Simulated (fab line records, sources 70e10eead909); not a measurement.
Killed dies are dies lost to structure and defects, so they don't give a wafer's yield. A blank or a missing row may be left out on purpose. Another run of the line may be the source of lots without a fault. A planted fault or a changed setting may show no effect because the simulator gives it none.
Matching of chambers | flow nand-harc | rie-diel-02 running NHARC_A_BLC_ETCH_16: 4 sister chambers
The step etches the open film in CF4, target depth 39 nm, time 65 s. 8 wafers are shown with their chamber, then 6 later ones without.

WAFERS WITH THEIR CHAMBER
wafer  | chamber | drypump-motor-current-A (A) | rf-fwd-power-W (W)
L603.4 | 0       | 5.6                         | 297.9
L605.6 | 0       | 5.6                         | 297.7
L618.1 | 3       | 5.6                         | 297.2
L618.5 | 2       | 5.3                         | 297.4
L618.6 | 1       | 5.0                         | 296.4
L619.4 | 1       | 4.9                         | 296.4
L619.5 | 3       | 5.5                         | 297.3
L619.6 | 2       | 5.3                         | 295.5

WAFERS MISSING THEIR CHAMBER
wafer  | drypump-motor-current-A (A) | rf-fwd-power-W (W)
L624.1 | 5.0                         | 296.9
L624.2 | 5.6                         | 294.5
L624.4 | 5.0                         | 297.2
L626.1 | 5.2                         | 297.0
L626.2 | 5.6                         | 298.6
L626.4 | 5.5                         | 297.9

EACH ONE'S CHAMBER
wafer  | from the rows above     | in truth
L624.1 | 1                       | 1
L624.2 | can't be placed: 3 or 0 | 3
L624.4 | 1                       | 1
L626.1 | 2                       | 2
L626.2 | can't be placed: 0 or 3 | 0
L626.4 | can't be placed: 3 or 0 | 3
Placed correctly: 3 of 6. From these rows, 3 cannot be placed; in 3 the true chamber is one of the candidates. Number placed wrongly: 0.
How it was worked out, from the rows above alone: a wafer's distance from a chamber is the root of the sum, over the readings, of the square of ((its reading less the chamber's mean) divided by the reading's scatter). If the next closest chamber is less than 2 further off than the closest, the wafer can't be placed; otherwise it belongs to the closest. For every chamber, the mean is computed from those of its wafers that are shown. The scatter: the root of (the sum of the squares of (reading less its chamber's mean) over the shown wafers, divided by (wafers less chambers)).
